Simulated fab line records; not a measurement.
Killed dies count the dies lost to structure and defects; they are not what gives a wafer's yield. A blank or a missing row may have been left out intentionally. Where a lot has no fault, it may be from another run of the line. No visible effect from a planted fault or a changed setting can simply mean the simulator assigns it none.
Matching of chambers / flow nand_harc / NHARC_A_STAIRCASE_DESCUM_219 on rie_diel-13: 4 sister chambers
The step chemistry O2, time 3 s. 4 wafers are shown with their chamber, then 7 later ones without.

WAFERS, EACH WITH ITS CHAMBER
wafer=L083.2; chamber=0; showerhead_plenum_p_Torr (Torr)=1.90
wafer=L083.6; chamber=2; showerhead_plenum_p_Torr (Torr)=1.82
wafer=L086.4; chamber=1; showerhead_plenum_p_Torr (Torr)=1.78
wafer=L086.5; chamber=3; showerhead_plenum_p_Torr (Torr)=1.98

WAFERS WITHOUT THEIR CHAMBER
wafer=L086.6; showerhead_plenum_p_Torr (Torr)=1.81
wafer=L092.1; showerhead_plenum_p_Torr (Torr)=1.77
wafer=L092.3; showerhead_plenum_p_Torr (Torr)=1.89
wafer=L092.5; showerhead_plenum_p_Torr (Torr)=1.81
wafer=L097.3; showerhead_plenum_p_Torr (Torr)=1.77
wafer=L097.4; showerhead_plenum_p_Torr (Torr)=1.97
wafer=L097.5; showerhead_plenum_p_Torr (Torr)=1.80

EACH ONE'S CHAMBER
wafer=L086.6; from the rows above=can't be placed: 2 or 1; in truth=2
wafer=L092.1; from the rows above=1; in truth=1
wafer=L092.3; from the rows above=0; in truth=0
wafer=L092.5; from the rows above=can't be placed: 2 or 1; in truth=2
wafer=L097.3; from the rows above=1; in truth=1
wafer=L097.4; from the rows above=3; in truth=3
wafer=L097.5; from the rows above=can't be placed: 1 or 2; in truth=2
Correct placement for 4 of the 7. Not placeable from these rows: 3 (in 3, the candidates include the true chamber). Wrongly placed: 0.
How it was worked out, from the rows above alone: a wafer's distance from a chamber is the root of the sum, over the readings, of the square of ((its reading less the chamber's mean) divided by the reading's scatter). If the next closest chamber is less than 2 further off than the closest, the wafer can't be placed; otherwise it belongs to the closest. The mean given for a chamber averages the wafers shown for that chamber. The scatter: root of mean squared gap, hidden wafer to nearest shown wafer, with one shown wafer a chamber.
